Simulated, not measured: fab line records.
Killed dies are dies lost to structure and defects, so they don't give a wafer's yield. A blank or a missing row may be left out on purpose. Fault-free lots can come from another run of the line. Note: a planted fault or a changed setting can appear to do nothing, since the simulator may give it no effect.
Chamber matching	flow n5_finfet	N5_FIN_CUT_STRIP_24 on rie_diel-02: 4 sister chambers
The step strips in CF4. 4 wafers are shown with their chamber, then 6 later ones without.

== WAFERS, EACH WITH ITS CHAMBER ==
wafer	chamber	showerhead_plenum_p_Torr (Torr)
L298.1	0	1.82
L298.6	2	1.87
L306.1	1	1.74
L306.3	3	1.77

== WAFERS WITHOUT THEIR CHAMBER ==
wafer	showerhead_plenum_p_Torr (Torr)
L306.4	1.87
L307.1	1.74
L307.3	1.77
L307.4	1.87
L308.5	1.86
L308.6	1.77

== CHAMBER TAKEN BY EACH ==
wafer	from the rows above	in truth
L306.4	2	2
L307.1	1	1
L307.3	3	3
L307.4	2	2
L308.5	2	2
L308.6	3	3
6 of 6 placed correctly. From these rows, 0 cannot be placed. Placed wrongly: 0.
How it was worked out, from the rows above alone: a wafer's distance from a chamber is the root of the sum, over the readings, of the square of ((its reading less the chamber's mean) divided by the reading's scatter). If the next closest chamber is less than 2 further off than the closest, the wafer can't be placed; otherwise it belongs to the closest. The mean given for a chamber averages the wafers shown for that chamber. The scatter: root of mean squared gap, hidden wafer to nearest shown wafer, with one shown wafer a chamber.
